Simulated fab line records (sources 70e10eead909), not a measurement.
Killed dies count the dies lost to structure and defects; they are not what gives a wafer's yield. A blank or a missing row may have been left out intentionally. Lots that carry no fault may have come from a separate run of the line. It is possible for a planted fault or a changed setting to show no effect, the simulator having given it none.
fab line records	flow nandHarc
record lots=14	wafers=39	lastDay=33
route steps=1302 shown A_SGD_CUT@890 THIN_TSV@1269 END@1302
lots that met no fault: from a run of the same line without faults
startH: hours from the record's first day to the start of the lot's first wafer shown	waitH: how many hours have passed since the lot's step before this one	" same as the row above	L1.1+2: a single row standing in for several wafers	- no value, or no start given	* or withheld: withheld	< > ~ a bound
route shown NAME@n: NAME is a module with steps in the file, n the number in the route of the first one	usual: average and standard deviation across the fault-free wafers	same: alike in all rows	chamber/n: place in a boat	sites: each site's reading	_std_site: standard deviation across them	_edge_site: inner sites' mean taken away from outer sites' mean	radiusMm: for every site, how far away it sits from the centre of the wafer	mask NAME#n: copy n	behind: the tool/chamber that last shaped the wafer	hold: why the lot went on hold/how many hours it stayed there/how the hold came to an end	device: whichever transistor did not switch (one of n, p or np)	end of line: tests run on the same wafers once the route is complete	step lacking rows: just its recipe	killed: the dies lost at the first sort to structure and to defects; this is not the yield of the wafer	map: shows each die of a wafer: x if killed, . if not, _ if none is there
set.NAME: the setting the step ran with; set.NAME@STEP: the setting that earlier step ran with	model.NAME: the simulator's own value behind a step, which no gauge read
steps of the route over a sample of lots; a table a step, a row a wafer
services: a tool's chamber out of use, with start hour (startH, from the record's first day; less than 0 if before it), hours out, and reason
## steps
# step NHARC_A_SGD_CUT_DEP_00
# recipe targetThkA=500	tempC=400	targetThkNm=50	flowSccm=200	rfW=450	material=SiNx
# usual heaterPowerW=686/67	susceptorTempC=400.01/0.22
lot.wafer	tool	chamber	startH	waitH	heaterPowerW	sinceWetCleanH	susceptorTempC
L132.1	pecvd-04	1	443.06	0.1	662	161	400.73
L132.2	"	1	"	"	661	-	400.35
L132.6	"	1	"	"	664	-	400.06
L134.2	pecvd-03	1	455.35	0.1	662	76	400.00
L134.3	"	2	"	"	598	76	400.11
L134.4	"	2	"	"	625	-	399.68
L137.2	pecvd-03	1	473.73	0.1	740	95	400.23
L137.6	"	2	"	"	596	-	399.86
L137.5	"	1	"	"	721	-	400.05
L136.6	pecvd-04	2	474.19	0.1	603	-	400.04
L136.5	"	0	"	"	801	-	400.44
L136.4	"	1	"	"	699	-	400.20
L139.3	pecvd-03	2	500.80	0.1	581	122	400.04
L139.1	"	1	"	"	729	122	399.99
L139.6	"	0	"	"	685	-	399.97
L138.1	pecvd-03	1	501.48	0.1	731	123	399.71
L138.6	"	2	"	"	620	-	399.95
L138.4	"	0	"	"	688	-	400.03
L140.2	pecvd-03	1	515.60	0.1	718	137	400.20
L140.1	"	2	"	"	614	137	399.72
L140.4	"	1	"	"	713	-	400.14
L142.2	pecvd-03	0	546.28	0.1	676	167	400.03
L142.3	"	1	"	"	637	167	399.85
L142.5	"	1	"	"	640	-	399.95
L143.2	pecvd-01	0	551.60	0.1	557	40	399.94
L143.4	"	2	"	"	624	-	399.60
L143.5	"	0	"	"	565	-	400.07
L148.1	pecvd-03	0	605.57	0.1	779	46	399.82
L148.3	"	1	"	"	681	46	400.15
L150.1	pecvd-03	0	619.72	0.1	657	60	399.99
L150.4	"	1	"	"	695	-	400.01
L151.1	pecvd-03	2	636.05	0.1	725	76	400.10
L151.6	"	0	"	"	792	-	400.03
L154.3	pecvd-01	0	636.18	0.1	636	125	399.86
L154.1	"	1	"	"	812	125	400.28
L154.6	"	0	"	"	667	-	399.90
L155.2	pecvd-04	2	672.19	0.1	580	28	399.89
L155.1	"	0	"	"	800	28	400.20
L155.4	"	2	"	"	599	-	399.90
# step NHARC_THIN_TSV_STRIP_62
# recipe powerW=1500	tempC=250	timeS=20	chemistry=N2/H2
# usual drypumpMotorCurrentA=5.96/0.26	heaterPowerW=341/23
# same timeS=20
lot.wafer	tool	chamber	startH	waitH	drypumpMotorCurrentA	heaterPowerW	rfHoursCounterH
L132.2	plasmaAsher-02	0	552.57	-	6.20	324	22
L132.1	"	1	"	"	5.42	312	22
L132.6	"	0	"	"	6.20	316	-
L134.2	plasmaAsher-01	0	573.57	-	6.01	351	11
L134.3	"	1	"	"	6.10	359	-
L134.4	"	0	"	"	6.02	344	-
L136.4	plasmaAsher-01	0	580.91	-	6.00	347	-
L136.5	"	1	"	"	6.10	363	-
L136.6	"	0	"	"	6.02	351	-
L137.2	plasmaAsher-02	0	589.10	-	6.19	326	29
L137.5	"	0	"	"	6.21	324	-
L137.6	"	1	"	"	5.43	316	-
L139.1	plasmaAsher-01	1	610.44	-	6.07	354	18
L139.3	"	0	"	"	6.01	343	-
L139.6	"	0	"	"	5.99	346	-
L138.1	plasmaAsher-01	1	611.62	-	6.09	365	18
L138.4	"	1	"	"	6.11	355	-
L138.6	"	0	"	"	6.03	345	-
L140.1	plasmaAsher-01	0	626.36	-	6.02	356	21
L140.2	"	1	"	"	6.10	355	21
L140.4	"	1	"	"	6.09	354	-
L142.2	plasmaAsher-02	1	661.32	-	5.42	323	10
L142.3	"	0	"	"	6.19	312	-
L142.5	"	1	"	"	5.42	319	-
L143.2	plasmaAsher-01	1	663.72	-	6.06	357	29
L143.4	"	1	"	"	6.09	365	-
L143.5	"	1	"	"	6.09	357	-
L148.3	plasmaAsher-01	0	728.94	-	6.01	372	-
L151.6	plasmaAsher-02	0	751.65	-	6.19	302	-
L154.1	plasmaAsher-02	1	760.89	-	5.42	322	33
L154.3	"	0	"	"	6.20	304	-
L154.6	"	0	"	"	6.20	304	-
L155.2	plasmaAsher-01	1	779.99	-	6.10	346	15
L155.1	"	0	"	"	6.03	375	15
L155.4	"	1	"	"	6.07	352	-
# step NHARC_THIN_TSV_ANNEAL_52
# recipe tempC=225	timeS=90
# usual annealTempC=225.00/0.18	wafer_temp_C_max=226.2/0.49
# same timeS=90
lot.wafer	tool	chamber	startH	waitH	annealTempC	wafer_temp_C_max
L132.1	rtpAnneal-02	0	553.95	0.5	224.96	226.0
L132.2	"	0	"	"	225.15	225.7
L132.6	"	0	"	"	224.93	226.0
L134.2	rtpAnneal-02	0	574.95	0.7	225.33	225.9
L134.3	"	0	"	"	224.77	225.9
L134.4	"	0	"	"	225.04	225.9
L136.4	rtpAnneal-02	0	582.37	0.5	225.02	225.9
L136.5	"	0	"	"	224.98	225.8
L136.6	"	0	"	"	225.05	225.9
L137.2	rtpAnneal-02	0	590.71	0.9	224.85	226.3
L137.5	"	0	"	"	224.99	225.7
L137.6	"	0	"	"	224.73	225.8
L139.1	rtpAnneal-02	0	611.77	0.6	224.98	226.1
L139.3	"	0	"	"	225.28	226.1
L139.6	"	0	"	"	225.11	225.9
L138.1	rtpAnneal-02	0	613.01	0.6	224.90	225.7
L138.4	"	0	"	"	224.75	226.2
L138.6	"	0	"	"	225.06	226.3
L140.1	rtpAnneal-02	0	627.74	0.6	225.19	226.0
L140.2	"	0	"	"	225.22	225.7
L140.4	"	0	"	"	224.87	225.8
L142.2	rtpAnneal-02	0	662.71	0.6	224.84	226.2
L142.3	"	0	"	"	224.72	225.6
L142.5	"	0	"	"	224.83	225.9
L143.2	rtpAnneal-02	0	665.13	0.6	224.86	226.2
L143.4	"	0	"	"	224.86	226.2
L143.5	"	0	"	"	224.82	226.3
L148.3	rtpAnneal-02	0	730.39	0.5	225.27	225.9
L151.6	rtpAnneal-01	0	753.30	0.6	224.91	226.4
L154.1	rtpAnneal-02	0	762.25	0.5	224.92	226.0
L154.3	"	0	"	"	225.04	226.0
L154.6	"	0	"	"	225.17	225.9
L155.1	rtpAnneal-02	0	781.35	0.6	225.20	225.6
L155.2	"	0	"	"	225.24	226.1
L155.4	"	0	"	"	225.19	225.9
# step NHARC_THIN_TSV_CD_MEAS_33
# recipe targetCdNm=5000	landingEnergyEv=500
# usual cdNm=4999.9/1.3
# same landingEnergyEv=500
lot.wafer	tool	chamber	startH	waitH	cdNm
L132.1	cdSem-03	0	555.89	-	4997.4
L132.2	"	0	"	"	5000.8
L132.6	"	0	"	"	4999.1
L134.2	cdSem-02	0	576.71	-	5000.3
L134.3	"	0	"	"	5000.6
L134.4	"	0	"	"	5000.4
L136.4	cdSem-02	0	584.05	-	4998.0
L136.5	"	0	"	"	4999.5
L136.6	"	0	"	"	5000.5
L137.2	cdSem-02	0	592.47	-	4998.0
L137.5	"	0	"	"	5002.4
L137.6	"	0	"	"	4999.7
L139.1	cdSem-02	0	613.65	-	5001.1
L139.3	"	0	"	"	4997.4
L139.6	"	0	"	"	4998.6
L138.1	cdSem-03	0	614.82	-	4996.9
L138.4	"	0	"	"	4999.7
L138.6	"	0	"	"	4997.5
L140.1	cdSem-03	0	629.56	-	4999.6
L140.2	"	0	"	"	5000.1
L140.4	"	0	"	"	4998.4
L142.2	cdSem-03	0	664.60	-	5002.1
L142.3	"	0	"	"	5000.9
L142.5	"	0	"	"	5000.9
L143.2	cdSem-01	0	667.02	-	4999.5
L143.4	"	0	"	"	5001.4
L143.5	"	0	"	"	4999.3
L148.3	cdSem-02	0	732.12	-	5000.7
L151.6	cdSem-01	0	755.01	-	5001.4
L154.1	cdSem-03	0	764.22	-	5000.3
L154.3	"	0	"	"	5000.6
L154.6	"	0	"	"	5000.7
L155.1	cdSem-01	0	783.29	-	5001.4
L155.2	"	0	"	"	4999.4
L155.4	"	0	"	"	4999.0
# step NHARC_END_SORT_01
# recipe tempC=25
# usual killedAtArray=46/15	killedAtOther=0.8/1.1	killedAtPeriphery=4.0/2.9	killedDies=50/15	killedOpen=3.2/1.8	killedShort=2.3/1.6
# same grossDies=677
lot.wafer	tool	chamber	startH	waitH	killedAtArray	killedAtOther	killedAtPeriphery	killedDies	killedOpen	killedShort
L132.1	prober-01	0	564.90	2.5	31	0	4	35	5	5
L132.2	prober-01	0	565.70	2.8	15	0	3	18	1	5
L132.6	prober-01	0	568.90	4.0	17	2	2	21	2	3
L134.2	prober-02	0	585.48	2.8	54	0	4	58	4	4
L134.3	prober-02	0	586.29	3.1	44	0	2	46	1	2
L134.4	prober-02	0	587.10	3.4	46	0	0	46	3	3
L136.4	prober-01	0	595.51	3.4	47	1	9	57	5	3
L136.5	prober-01	0	596.33	3.7	37	3	3	43	5	0
L136.6	prober-01	0	597.14	4.1	36	2	5	43	1	2
L137.2	prober-02	0	602.42	2.8	64	1	5	70	7	1
L137.5	prober-02	0	604.85	3.7	53	0	5	58	3	2
L137.6	prober-02	0	605.66	4.1	70	1	6	77	7	0
L139.1	prober-01	0	624.20	2.5	48	5	12	65	5	1
L139.3	prober-01	0	625.79	3.1	37	4	8	49	2	2
L139.6	prober-01	0	628.16	4.0	42	2	6	50	3	3
L138.1	prober-02	0	624.26	2.5	40	0	0	40	2	2
L138.4	prober-02	0	626.65	3.4	33	0	7	40	1	1
L138.6	prober-02	0	628.25	4.0	33	0	2	35	1	2
L140.1	prober-01	0	638.69	2.5	20	0	2	22	3	0
L140.2	prober-01	0	639.50	2.8	25	1	5	31	3	0
L140.4	prober-01	0	641.12	3.4	21	0	5	26	1	1
L143.2	prober-02	0	676.12	2.8	55	0	0	55	3	2
L143.4	prober-02	0	677.71	3.4	63	1	0	64	2	3
L143.5	prober-02	0	678.51	3.7	64	1	2	67	7	2
L142.2	prober-01	0	683.86	2.8	34	0	3	37	2	1
L142.3	prober-01	0	684.68	3.1	30	0	5	35	6	2
L142.5	prober-01	0	686.32	3.8	36	0	3	39	3	3
L148.1	prober-01	0	741.19	2.5	674	0	3	677	3	4
L148.3	prober-01	0	742.81	3.1	60	0	1	61	1	3
L150.1	prober-02	0	764.98	2.5	675	0	2	677	3	1
L150.4	prober-02	0	767.37	3.4	675	0	2	677	6	4
L151.1	prober-01	0	769.75	2.5	674	1	2	677	3	4
L151.6	prober-01	0	773.80	4.1	43	0	4	47	2	2
L154.1	prober-01	0	777.64	2.5	39	2	1	42	1	1
L154.3	prober-01	0	779.23	3.1	52	1	4	57	3	4
L154.6	prober-01	0	781.60	4.0	29	1	4	34	2	0
L155.1	prober-01	0	792.15	2.5	20	0	9	29	2	0
L155.2	prober-01	0	792.95	2.8	27	1	5	33	4	4
L155.4	prober-01	0	794.55	3.4	23	1	10	34	6	1
# killed by level:class
L132.1 A_CHANNEL_HOLE_D2:chamberFilmFlake=9 A_CONTACT:chamberFilmFlake=5 A_CHANNEL_FILL_D1:chamberFilmFlake=4 A_WL_FILL:chamberFilmFlake=3 P_M1:geometricParticle:short=1 A_ONON_D1:geometricParticle:short=1 A_CHANNEL_HOLE_D1:geometricParticle:open=1 A_CHANNEL_FILL_D1:geometricParticle:short=1
L132.2 A_CHANNEL_HOLE_D2:chamberFilmFlake=4 P_M2:chamberFilmFlake=3 A_ONON_D1:geometricParticle:short=2 A_SGD_CUT:geometricParticle:short=2 A_WL_FILL:chamberFilmFlake=2 A_CHANNEL_HOLE_D1:geometricParticle:short=1 A_CHANNEL_FILL_D2:geometricParticle:open=1 A_ZERO_WELL:chamberFilmFlake=1
L132.6 A_CHANNEL_HOLE_D2:chamberFilmFlake=9 A_ZERO_WELL:chamberFilmFlake=2 P_CONTACT:geometricParticle:open=1 A_SGD_CUT:geometricParticle:short=1 A_M1:geometricParticle:short=1 P_M2:chamberFilmFlake=1 STARTING-WAFER:geometricParticle:open=1 STARTING-WAFER:geometricParticle:short=1
L134.2 A_CHANNEL_HOLE_D1:chamberFilmFlake=22 A_CHANNEL_HOLE_D2:chamberFilmFlake=7 A_SGD_CUT:chamberFilmFlake=7 A_WL_FILL:geometricParticle:short=3 A_CHANNEL_FILL_D1:chamberFilmFlake=3 P_ZERO_WELL:chamberFilmFlake=2 A_STAIRCASE:chamberFilmFlake=2 A_CONTACT:chamberFilmFlake=2
L134.3 A_CHANNEL_HOLE_D1:chamberFilmFlake=22 A_CHANNEL_HOLE_D2:chamberFilmFlake=5 A_CHANNEL_FILL_D1:chamberFilmFlake=4 A_STAIRCASE:chamberFilmFlake=3 A_SGD_CUT:chamberFilmFlake=3 P_GATE:chamberFilmFlake=2 A_WL_FILL:chamberFilmFlake=2 A_CHANNEL_HOLE_D1:geometricParticle:short=1
L134.4 A_CHANNEL_HOLE_D1:chamberFilmFlake=18 A_CHANNEL_HOLE_D2:chamberFilmFlake=7 A_SGD_CUT:chamberFilmFlake=7 A_CONTACT:chamberFilmFlake=3 A_CHANNEL_FILL_D1:geometricParticle:open=2 A_STAIRCASE:chamberFilmFlake=2 A_M1:chamberFilmFlake=2 A_CHANNEL_FILL_D1:geometricParticle:short=1
L136.4 A_CHANNEL_HOLE_D2:chamberFilmFlake=25 A_STAIRCASE:chamberFilmFlake=6 P_ZERO_WELL:chamberFilmFlake=5 A_CHANNEL_HOLE_D1:chamberFilmFlake=4 A_DECK1_JOINT:chamberFilmFlake=3 P_STI:chamberFilmFlake=2 P_CONTACT:geometricParticle:open=1 P_M0:geometricParticle:open=1
L136.5 A_CHANNEL_HOLE_D2:chamberFilmFlake=18 A_CHANNEL_HOLE_D1:chamberFilmFlake=5 A_CHANNEL_FILL_D1:chamberFilmFlake=3 A_STAIRCASE:chamberFilmFlake=3 THIN_TSV:chamberFilmFlake=3 A_M0:geometricParticle:open=2 P_M2:geometricParticle:open=1 A_CHANNEL_FILL_D1:geometricParticle:open=1
L136.6 A_CHANNEL_HOLE_D2:chamberFilmFlake=23 A_CHANNEL_HOLE_D1:chamberFilmFlake=3 A_DECK1_JOINT:chamberFilmFlake=3 A_STAIRCASE:chamberFilmFlake=3 P_ZERO_WELL:chamberFilmFlake=2 THIN_TSV:chamberFilmFlake=2 P_ZERO_WELL:geometricParticle:open=1 A_CHANNEL_FILL_D2:geometricParticle:short=1
L137.2 A_CHANNEL_HOLE_D2:chamberFilmFlake=25 A_SLIT:chamberFilmFlake=16 A_CHANNEL_HOLE_D1:chamberFilmFlake=11 A_M1:chamberFilmFlake=3 P_M1:chamberFilmFlake=2 P_CONTACT:geometricParticle:open=1 P_M0:geometricParticle:open=1 A_ONON_D1:geometricParticle:open=1
L137.5 A_SLIT:chamberFilmFlake=23 A_CHANNEL_HOLE_D1:chamberFilmFlake=11 A_CHANNEL_HOLE_D2:chamberFilmFlake=11 P_M1:chamberFilmFlake=4 A_STAIRCASE:chamberFilmFlake=2 A_CONTACT:chamberFilmFlake=2 P_M0:geometricParticle:open=1 A_DECK1_JOINT:geometricParticle:short=1
L137.6 A_CHANNEL_HOLE_D2:chamberFilmFlake=31 A_CHANNEL_HOLE_D1:chamberFilmFlake=15 A_SLIT:chamberFilmFlake=13 P_GATE:chamberFilmFlake=3 A_CONTACT:chamberFilmFlake=3 A_ONON_D2:geometricParticle:open=2 A_CHANNEL_FILL_D2:geometricParticle:open=2 P_CONTACT:geometricParticle:open=1
L139.1 A_SLIT:chamberFilmFlake=21 A_CHANNEL_HOLE_D2:chamberFilmFlake=10 A_STAIRCASE:chamberFilmFlake=6 A_CONTACT:chamberFilmFlake=6 THIN_TSV:chamberFilmFlake=4 P_ZERO_WELL:chamberFilmFlake=3 P_GATE:chamberFilmFlake=3 P_CONTACT:geometricParticle:open=2
L138.1 A_CHANNEL_HOLE_D2:chamberFilmFlake=22 A_STAIRCASE:chamberFilmFlake=4 A_CONTACT:chamberFilmFlake=4 A_CHANNEL_HOLE_D1:chamberFilmFlake=2 A_ONON_D2:geometricParticle:short=1 A_CHANNEL_FILL_D2:geometricParticle:short=1 A_CHANNEL_FILL_D2:geometricParticle:open=1 A_WL_FILL:geometricParticle:open=1
L139.3 A_SLIT:chamberFilmFlake=21 A_CHANNEL_HOLE_D2:chamberFilmFlake=5 A_STAIRCASE:chamberFilmFlake=4 P_GATE:chamberFilmFlake=3 A_CONTACT:chamberFilmFlake=3 THIN_TSV:chamberFilmFlake=3 P_ZERO_WELL:chamberFilmFlake=2 P_CONTACT:geometricParticle:short=1
L138.4 A_CHANNEL_HOLE_D2:chamberFilmFlake=21 P_ZERO_WELL:chamberFilmFlake=4 A_STAIRCASE:chamberFilmFlake=3 P_M1:chamberFilmFlake=2 A_SLIT:chamberFilmFlake=2 A_CONTACT:chamberFilmFlake=2 A_ONON_D1:geometricParticle:open=1 A_ONON_D1:geometricParticle:short=1
L139.6 A_SLIT:chamberFilmFlake=18 A_CHANNEL_HOLE_D2:chamberFilmFlake=6 A_STAIRCASE:chamberFilmFlake=5 A_ONON_D2:geometricParticle:open=2 P_STI:chamberFilmFlake=2 P_GATE:chamberFilmFlake=2 A_CHANNEL_HOLE_D1:chamberFilmFlake=2 A_CONTACT:chamberFilmFlake=2
L138.6 A_CHANNEL_HOLE_D2:chamberFilmFlake=20 A_STAIRCASE:chamberFilmFlake=5 A_SLIT:chamberFilmFlake=2 A_CONTACT:chamberFilmFlake=2 P_M0:geometricParticle:short=1 A_DECK1_JOINT:geometricParticle:open=1 A_CHANNEL_FILL_D2:geometricParticle:short=1 P_ZERO_WELL:chamberFilmFlake=1
L140.1 A_CHANNEL_HOLE_D2:chamberFilmFlake=11 A_CHANNEL_HOLE_D1:chamberFilmFlake=3 P_M1:geometricParticle:open=1 A_ONON_D2:geometricParticle:open=1 A_SGD_CUT:geometricParticle:open=1 A_CHANNEL_FILL_D2:chamberFilmFlake=1 P_M0:chamberFilmFlake=1 A_STAIRCASE:chamberFilmFlake=1
L140.2 A_CHANNEL_HOLE_D2:chamberFilmFlake=11 A_CHANNEL_HOLE_D1:chamberFilmFlake=5 A_CONTACT:chamberFilmFlake=3 P_GATE:chamberFilmFlake=2 A_DECK1_JOINT:chamberFilmFlake=2 A_BONDPAD:chamberFilmFlake=2 P_CONTACT:geometricParticle:open=1 P_M0:geometricParticle:open=1
L140.4 A_CHANNEL_HOLE_D2:chamberFilmFlake=9 P_GATE:chamberFilmFlake=3 A_CHANNEL_HOLE_D1:chamberFilmFlake=3 A_CONTACT:chamberFilmFlake=2 A_BONDPAD:chamberFilmFlake=2 P_GATE:geometricParticle:short=1 A_M1:geometricParticle:open=1 P_BONDPAD:chamberFilmFlake=1
L143.2 A_CHANNEL_HOLE_D1:chamberFilmFlake=25 A_SLIT:chamberFilmFlake=22 A_SGD_CUT:geometricParticle:open=2 A_WL_FILL:geometricParticle:short=1 A_M0:geometricParticle:open=1 A_M0:geometricParticle:short=1 A_ZERO_WELL:chamberFilmFlake=1 A_CHANNEL_HOLE_D2:chamberFilmFlake=1
L143.4 A_SLIT:chamberFilmFlake=27 A_CHANNEL_HOLE_D1:chamberFilmFlake=25 A_ZERO_WELL:chamberFilmFlake=2 A_DECK1_JOINT:chamberFilmFlake=2 A_ONON_D1:geometricParticle:short=1 A_CHANNEL_HOLE_D2:geometricParticle:open=1 A_WL_FILL:geometricParticle:short=1 A_M0:geometricParticle:open=1
L143.5 A_SLIT:chamberFilmFlake=25 A_CHANNEL_HOLE_D1:chamberFilmFlake=24 A_CONTACT:chamberFilmFlake=3 A_ONON_D1:geometricParticle:open=2 A_DECK1_JOINT:geometricParticle:open=2 A_M0:geometricParticle:open=2 P_M0:geometricParticle:short=1 A_CHANNEL_FILL_D2:geometricParticle:short=1
L142.2 A_CHANNEL_HOLE_D1:chamberFilmFlake=24 A_CONTACT:chamberFilmFlake=3 P_GATE:chamberFilmFlake=2 A_WL_FILL:chamberFilmFlake=2 A_CHANNEL_FILL_D1:geometricParticle:open=1 A_CONTACT:geometricParticle:short=1 A_BLC:geometricParticle:open=1 P_M2:chamberFilmFlake=1
L142.3 A_CHANNEL_HOLE_D1:chamberFilmFlake=19 P_M2:chamberFilmFlake=3 P_M0:geometricParticle:open=2 A_ONON_D1:geometricParticle:open=2 A_CONTACT:chamberFilmFlake=2 A_CHANNEL_FILL_D1:geometricParticle:short=1 A_ONON_D2:geometricParticle:short=1 A_WL_FILL:geometricParticle:open=1
L142.5 A_CHANNEL_HOLE_D1:chamberFilmFlake=21 A_WL_FILL:chamberFilmFlake=4 A_CONTACT:chamberFilmFlake=4 A_CHANNEL_HOLE_D2:chamberFilmFlake=2 P_GATE:geometricParticle:short=1 P_M0:geometricParticle:open=1 A_ONON_D2:geometricParticle:open=1 A_CHANNEL_FILL_D2:geometricParticle:short=1
L148.1 A_SGD_CUT:areaDep=615 A_CHANNEL_HOLE_D1:chamberFilmFlake=22 A_CHANNEL_HOLE_D2:chamberFilmFlake=18 A_STAIRCASE:chamberFilmFlake=4 A_CONTACT:chamberFilmFlake=3 P_GATE:chamberFilmFlake=2 A_CHANNEL_FILL_D2:chamberFilmFlake=2 A_WL_FILL:chamberFilmFlake=2
L148.3 A_CHANNEL_HOLE_D1:chamberFilmFlake=25 A_CHANNEL_HOLE_D2:chamberFilmFlake=17 A_CONTACT:chamberFilmFlake=5 A_SLIT:chamberFilmFlake=3 A_STAIRCASE:chamberFilmFlake=3 A_CHANNEL_FILL_D2:chamberFilmFlake=2 A_CHANNEL_HOLE_D2:geometricParticle:short=1 A_CHANNEL_FILL_D2:geometricParticle:short=1
L150.1 A_SGD_CUT:areaDep=631 A_CHANNEL_HOLE_D2:chamberFilmFlake=19 A_CHANNEL_HOLE_D1:chamberFilmFlake=9 A_SLIT:chamberFilmFlake=8 A_STAIRCASE:chamberFilmFlake=2 A_CONTACT:chamberFilmFlake=2 P_CONTACT:geometricParticle:short=1 A_CHANNEL_HOLE_D1:geometricParticle:open=1
L150.4 A_SGD_CUT:areaDep=630 A_CHANNEL_HOLE_D2:chamberFilmFlake=17 A_CHANNEL_HOLE_D1:chamberFilmFlake=7 A_CONTACT:chamberFilmFlake=4 A_CHANNEL_FILL_D2:geometricParticle:open=3 A_SLIT:chamberFilmFlake=3 A_CHANNEL_FILL_D1:chamberFilmFlake=2 A_STAIRCASE:chamberFilmFlake=2
L151.1 A_SGD_CUT:areaDep=618 A_CHANNEL_HOLE_D2:chamberFilmFlake=16 A_CONTACT:chamberFilmFlake=12 A_CHANNEL_HOLE_D1:chamberFilmFlake=10 A_STAIRCASE:chamberFilmFlake=6 A_WL_FILL:chamberFilmFlake=5 A_SLIT:chamberFilmFlake=2 P_M0:geometricParticle:open=1
L151.6 A_CHANNEL_HOLE_D2:chamberFilmFlake=21 A_CONTACT:chamberFilmFlake=8 A_SLIT:chamberFilmFlake=6 A_STAIRCASE:chamberFilmFlake=3 A_CHANNEL_HOLE_D1:chamberFilmFlake=2 P_GATE:geometricParticle:open=1 P_M0:geometricParticle:short=1 A_CHANNEL_FILL_D2:geometricParticle:short=1
L154.1 A_SLIT:chamberFilmFlake=24 A_CHANNEL_HOLE_D1:chamberFilmFlake=5 A_CONTACT:chamberFilmFlake=4 A_STAIRCASE:chamberFilmFlake=3 A_M1:chamberFilmFlake=2 THIN_TSV:chamberFilmFlake=2 P_CONTACT:geometricParticle:open=1 A_STAIRCASE:geometricParticle:short=1
L154.3 A_SLIT:chamberFilmFlake=26 A_CHANNEL_HOLE_D1:chamberFilmFlake=13 A_STAIRCASE:chamberFilmFlake=5 A_M0:geometricParticle:short=3 P_ZERO_WELL:chamberFilmFlake=2 P_GATE:geometricParticle:open=1 P_CONTACT:geometricParticle:open=1 A_CHANNEL_FILL_D2:geometricParticle:short=1
L154.6 A_SLIT:chamberFilmFlake=14 A_CHANNEL_HOLE_D1:chamberFilmFlake=10 A_STAIRCASE:chamberFilmFlake=3 P_M1:geometricParticle:open=1 A_ONON_D2:geometricParticle:open=1 P_ZERO_WELL:chamberFilmFlake=1 P_GATE:chamberFilmFlake=1 P_M0:chamberFilmFlake=1
L155.1 A_SLIT:chamberFilmFlake=9 P_GATE:chamberFilmFlake=5 P_ZERO_WELL:chamberFilmFlake=3 A_WL_FILL:chamberFilmFlake=3 A_CHANNEL_FILL_D2:chamberFilmFlake=2 A_CONTACT:chamberFilmFlake=2 P_M0:geometricParticle:open=1 A_STAIRCASE:geometricParticle:open=1
L155.2 A_SLIT:chamberFilmFlake=8 A_CONTACT:chamberFilmFlake=7 P_GATE:chamberFilmFlake=3 A_WL_FILL:geometricParticle:short=2 A_CHANNEL_FILL_D1:chamberFilmFlake=2 P_M0:geometricParticle:open=1 A_SOURCE_PLATE:geometricParticle:short=1 A_ONON_D1:geometricParticle:open=1
L155.4 A_CONTACT:chamberFilmFlake=6 A_SLIT:chamberFilmFlake=5 P_ZERO_WELL:chamberFilmFlake=3 A_CHANNEL_FILL_D2:chamberFilmFlake=3 P_GATE:chamberFilmFlake=2 A_CHANNEL_HOLE_D2:chamberFilmFlake=2 P_M0:geometricParticle:open=1 P_M1:geometricParticle:short=1
## services
tool	chamber	startH	hours	kind
plasmaAsher-02	-	426.80	9.0	pm
pecvd-04	2	439.12	7.7	repair
pecvd-04	0	443.00	4.2	repair
pecvd-04	-	450.48	13.0	pm
plasmaAsher-02	-	463.59	2.0	repair
pecvd-01	-	492.56	2.3	repair
plasmaAsher-02	-	496.43	4.6	repair
pecvd-01	-	498.23	13.0	pm
plasmaAsher-02	-	505.61	1.3	repair
plasmaAsher-01	-	519.44	9.0	pm
pecvd-03	-	547.00	13.0	pm
pecvd-03	0	547.00	13.0	ventCycle
pecvd-03	1	547.00	13.0	ventCycle
plasmaAsher-02	-	603.80	9.0	pm
pecvd-04	-	631.48	13.0	pm
pecvd-04	2	660.83	3.9	repair
pecvd-01	-	679.23	13.0	pm
plasmaAsher-01	-	696.44	9.0	pm
pecvd-01	-	702.13	1.7	repair
pecvd-04	1	726.36	15.0	repair
pecvd-03	-	728.00	13.0	pm
rtpAnneal-02	-	744.00	12.0	pm
plasmaAsher-01	-	771.33	0.4	repair
plasmaAsher-02	-	780.80	9.0	pm
## key
firstSign step=NHARC_END_SORT_01	reading=killedAtArray	direction=up	sigmas=42	usual=46	struck=674
effect step=NHARC_END_SORT_01	reading=killedDies	direction=up	sigmas=41	usual=50	struck=677
moreKillsBornAt NHARC_A_SGD_CUT_DEP_00@pecvd-03=2494
metAt NHARC_A_SGD_CUT_DEP_00
struckLots L148,L150,L151
struckWafers L148.1,L150.1,L150.4,L151.1
laterRowsLeftOut L148.1,L150.1,L150.4,L151.1
testerLeftOut L148,L150,L151
notActingAt NHARC_THIN_TSV_STRIP_62,NHARC_THIN_TSV_ANNEAL_52,NHARC_THIN_TSV_CD_MEAS_33
onsetBetween 546.28 605.57
fault kind=processParameterDrift	tool=pecvd-03	chamber=-	onsetH=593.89	steps=NHARC_A_SGD_CUT_DEP_00	channel=targetThkNm	offset=20.356	shape=step	endH=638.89	scope=struckWafersOnly	actsIn=theseRecipesOnly	stated=50
# testerLeftOut: of these lots the tester's yield and bins aren't shown, on N5 and GAA mostly nor the transistor test; their killed dies are dies lost to structure and defects alone, not to doping, threshold or leakage, so they don't give the yield
# laterRowsLeftOut: the simulator's readings of these wafers behind a module that went badly wrong aren't trusted and aren't shown, but for the sort
